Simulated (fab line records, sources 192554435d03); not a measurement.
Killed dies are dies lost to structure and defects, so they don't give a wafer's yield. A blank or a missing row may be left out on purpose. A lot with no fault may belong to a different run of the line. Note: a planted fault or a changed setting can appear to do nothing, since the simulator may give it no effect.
Matching of chambers / flow n5-finfet / N5_SD_EPI_N_ETCH_35 on rie-diel-04 has 4 sister chambers
The step etches SOC in N2/H2, overetch 108 nm, time 486 s. 4 wafers are shown with their chamber, then 7 later ones without.

## WAFERS WITH THEIR CHAMBER
wafer=L085.1; chamber=3; showerhead-plenum-p-Torr (Torr)=2.43
wafer=L085.4; chamber=1; showerhead-plenum-p-Torr (Torr)=2.44
wafer=L087.1; chamber=2; showerhead-plenum-p-Torr (Torr)=2.59
wafer=L087.2; chamber=0; showerhead-plenum-p-Torr (Torr)=2.57

## WAFERS WHOSE CHAMBER IS MISSING
wafer=L087.4; showerhead-plenum-p-Torr (Torr)=2.43
wafer=L094.4; showerhead-plenum-p-Torr (Torr)=2.43
wafer=L094.5; showerhead-plenum-p-Torr (Torr)=2.43
wafer=L094.6; showerhead-plenum-p-Torr (Torr)=2.58
wafer=L097.1; showerhead-plenum-p-Torr (Torr)=2.42
wafer=L097.4; showerhead-plenum-p-Torr (Torr)=2.43
wafer=L097.6; showerhead-plenum-p-Torr (Torr)=2.43

## CHAMBER TAKEN BY EACH
wafer=L087.4; from the rows above=can't be placed: 3 or 1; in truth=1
wafer=L094.4; from the rows above=can't be placed: 3 or 1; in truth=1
wafer=L094.5; from the rows above=can't be placed: 3 or 1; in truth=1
wafer=L094.6; from the rows above=can't be placed: 2 or 0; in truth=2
wafer=L097.1; from the rows above=can't be placed: 3 or 1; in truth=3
wafer=L097.4; from the rows above=can't be placed: 3 or 1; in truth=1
wafer=L097.6; from the rows above=can't be placed: 3 or 1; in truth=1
Placed correctly: 0 of 7. These rows do not allow placing 7 (true chamber among the candidates in 7). Wrongly placed: 0.
How it was worked out, from the rows above alone: a wafer's distance from a chamber is the root of the sum, over the readings, of the square of ((its reading less the chamber's mean) divided by the reading's scatter). If the next closest chamber is less than 2 further off than the closest, the wafer can't be placed; otherwise it belongs to the closest. For every chamber, the mean is computed from those of its wafers that are shown. The scatter: root of mean squared gap, hidden wafer to nearest shown wafer, with one shown wafer a chamber.
